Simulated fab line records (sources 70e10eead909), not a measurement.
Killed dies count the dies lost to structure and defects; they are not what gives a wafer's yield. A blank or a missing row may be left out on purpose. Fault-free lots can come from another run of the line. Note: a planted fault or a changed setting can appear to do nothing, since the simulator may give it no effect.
Chamber matching ; flow nand-harc ; NHARC_A_STAIRCASE_DEP_156 on pecvd-02: 3 sister chambers
The step deposits SiNx, target thk 50 nm. 16 wafers are shown with their chamber, then 8 later ones without.

== WAFERS, EACH WITH ITS CHAMBER ==
wafer;chamber;heater-power-w (W)
L077.3;0;865
L077.5;0;857
L077.6;1;764
L078.1;2;863
L078.2;1;663
L078.5;2;872
L080.3;2;892
L080.5;2;837
L080.6;0;901
L081.1;1;703
L081.4;2;805
L081.6;1;737
L084.1;0;866
L084.2;2;884
L084.4;1;681
L085.2;2;814

SIGNATURES (means of the wafers above)
reading;chamber 0;chamber 1;chamber 2;scatter within a chamber
heater-power-w;872.25;709.60;852.43;33.9
Rule: distance of a wafer from a chamber = root of the sum over the readings of ((wafer's reading minus chamber's mean) / reading's scatter) squared. If the next closest chamber is less than 2 further off than the closest, the wafer can't be placed; otherwise it belongs to the closest. The scatter: the root of (the sum of the squares of (reading less its chamber's mean) over the shown wafers, divided by (wafers less chambers)).

== WAFERS MISSING THEIR CHAMBER ==
wafer;heater-power-w (W)
L085.4;788
L085.6;907
L091.1;807
L091.5;787
L091.6;753
L097.1;732
L097.3;864
L097.6;877

== THE CHAMBER EACH PASSED THROUGH ==
wafer;from the rows above;in truth
L085.4;can't be placed: 2 or 1 or 0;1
L085.6;can't be placed: 0 or 2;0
L091.1;can't be placed: 2 or 0 or 1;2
L091.5;can't be placed: 2 or 1 or 0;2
L091.6;can't be placed: 1 or 2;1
L097.1;1;1
L097.3;can't be placed: 0 or 2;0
L097.6;can't be placed: 0 or 2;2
Correct placement for 1 of the 8. Can't be placed from these rows: 7 (the true chamber is among the candidates in 7). 0 placed wrongly.
